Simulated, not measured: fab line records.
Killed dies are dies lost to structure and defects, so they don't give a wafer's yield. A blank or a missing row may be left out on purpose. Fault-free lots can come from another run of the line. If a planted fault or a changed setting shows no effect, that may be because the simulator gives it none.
The tool behind it: which one? + flow n5_finfet + 24 lots, 72 wafers sampled, at 1 step of a route of 1938

## WHAT THE GAUGES SHOWED, per wafer
N5_BEOL_M13_CD_MEAS_17: target cd 190 nm. Usual: cd_nm reads 190.2 nm (standard deviation 2.4).
| lot  | measured     | on        | cd_nm (nm)        | flag |
|------|--------------|-----------|-------------------|------|
| L074 | day 10 17:16 | cd_sem-03 | 189.0 190.4 189.6 |      |
| L075 | day 10 23:58 | cd_sem-02 | 189.2 189.8 189.6 |      |
| L076 | day 11 08:05 | cd_sem-01 | 187.0 189.1 189.6 |      |
| L078 | day 11 19:35 | cd_sem-01 | 187.6 188.9 188.6 |      |
| L077 | day 11 23:07 | cd_sem-01 | 188.6 189.8 190.5 |      |
| L080 | day 12 07:45 | cd_sem-02 | 187.3 188.9 188.5 |      |
| L079 | day 12 13:16 | cd_sem-02 | 187.2 186.4 186.2 |      |
| L081 | day 12 17:08 | cd_sem-03 | 188.5 189.7 189.3 |      |
| L082 | day 13 08:49 | cd_sem-03 | 185.4 187.2 188.3 |      |
| L083 | day 13 09:13 | cd_sem-01 | 191.9 191.0 192.1 |      |
| L084 | day 13 23:09 | cd_sem-02 | 191.9 192.4 192.1 |      |
| L086 | day 13 23:30 | cd_sem-03 | 191.3 191.2 194.0 |      |
| L087 | day 14 01:05 | cd_sem-02 | 192.2 195.4 190.8 |      |
| L085 | day 14 04:31 | cd_sem-02 | 188.4 189.2 189.1 |      |
| L088 | day 14 13:54 | cd_sem-03 | 191.7 190.1 190.1 |      |
| L090 | day 15 04:32 | cd_sem-02 | 187.2 187.6 186.2 |      |
| L089 | day 15 05:07 | cd_sem-03 | 188.8 186.6 190.2 |      |
| L091 | day 15 05:27 | cd_sem-02 | 188.4 187.1 184.3 |      |
| L092 | day 15 17:39 | cd_sem-01 | 191.1 190.5 191.9 |      |
| L093 | day 16 11:57 | cd_sem-02 | 193.5 194.4 192.6 |      |
| L095 | day 16 13:17 | cd_sem-02 | 191.2 193.8 192.6 |      |
| L094 | day 16 16:40 | cd_sem-03 | 194.1 194.4 195.9 |      |
| L097 | day 16 17:14 | cd_sem-02 | 191.3 193.6 193.4 |      |
| L096 | day 17 03:05 | cd_sem-02 | 191.5 191.7 190.4 |      |

## WHAT TOOL EACH LOT RAN ON (gives the tool, then ch and the chambers of the sampled wafers, and finally the start)
The record holds no process step before these readings.

## AS READ BY THE TOOLS THEMSELVES (means over the sampled wafers that have a number; for cases with no such wafer, the mark the record gives instead)
The record holds no such reading with a usual standard deviation.

## THE ANSWER, worked out from the rows above alone
Rule: a lot is off if the mean of its wafers that have a number lies more than 3 standard deviations from the usual mean. Also off: a lot with no number at a reading for which 4 or more lots have one. All remaining lots with rows at the step are treated as sound. Order of review: gauges by route order, followed by the tools' own readings, for which a lot's mean as printed above is used. At the first step where some lot is off, the reading lying furthest off is the one used; lots without a number count as furthest.
No lot is off on any of the readings shown, so nothing can be concluded from this.

## WHAT WAS PUT IN BY THE SIMULATOR
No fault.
